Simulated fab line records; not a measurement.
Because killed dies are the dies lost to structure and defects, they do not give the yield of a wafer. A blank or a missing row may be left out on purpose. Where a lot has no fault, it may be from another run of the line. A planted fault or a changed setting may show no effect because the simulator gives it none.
A single fault, viewed from 2 desks	flow nand_harc	what lay behind the numbers comes last; until then each desk has only its own

TOOL OWNER'S DESK, pecvd_onon-02
The tool's own readings at NHARC_A_ONON_D1_DEP_25 (target thk 1000 nm): means of the sampled wafers that have a number, for each lot that ran on this tool. The brackets show how far a lot's mean lies from the usual mean; more than 4 standard deviations puts the lot out of limits, marked OUT.
Columns: A = n2o_flow_sccm at NHARC_A_ONON_D1_DEP_25, usual 2000 sccm
lot	first seen here	A
L420	day 11 13:49	1990
L423	day 12 16:31	1998
L424	day 13 07:35	2007
L433	day 17 04:53	1995
Result from this desk: across the 4 lots, nothing is out of limits.

AT THE METROLOGY DESK
Means of the sampled wafers that have a number, per lot and without regard to the tool the lot ran on: this is what the gauges read. The brackets show how far a lot's mean lies from the usual mean; more than 4 standard deviations puts the lot out of limits, marked OUT.
Columns: A = thk_nm at NHARC_A_ONON_D1_THK_MEAS_27, usual 1000 nm
lot	first seen here	A
L412	day 8 13:11	995
L414	day 9 06:42	999
L413	day 9 06:55	1000
L417	day 10 09:05	1008
L420	day 11 14:20	994
L423	day 12 16:55	738 (-34) OUT
L424	day 13 07:59	834 (-22) OUT
L425	day 13 12:57	987
L427	day 14 12:03	1015
L428	day 14 22:18	999
L431	day 16 07:58	1002
L433	day 17 05:19	1007
This desk's finding: out of limits on L423, L424; first on L423, day 12 16:55 (thk_nm at NHARC_A_ONON_D1_THK_MEAS_27). L412, L414, L413, L417, L420, L425, L427, L428, L431, L433: within limits.

TAKEN TOGETHER
Metrology desk: alarm possible at day 12 16:55 on L423, L424.
The tool owner's desk saw nothing out of limits.
Tool owner's desk: L423, L424 on record, inside its limits.
On pecvd_onon-02, each named lot ran NHARC_A_ONON_D1_DEP_25.

WHAT THE SIMULATOR PUT IN
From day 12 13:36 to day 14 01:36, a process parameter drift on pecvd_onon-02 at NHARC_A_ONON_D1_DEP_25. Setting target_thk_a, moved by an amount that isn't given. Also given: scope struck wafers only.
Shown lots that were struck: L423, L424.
Hours from the fault's start to each desk's first reading out of limits: the metrology desk, 3.
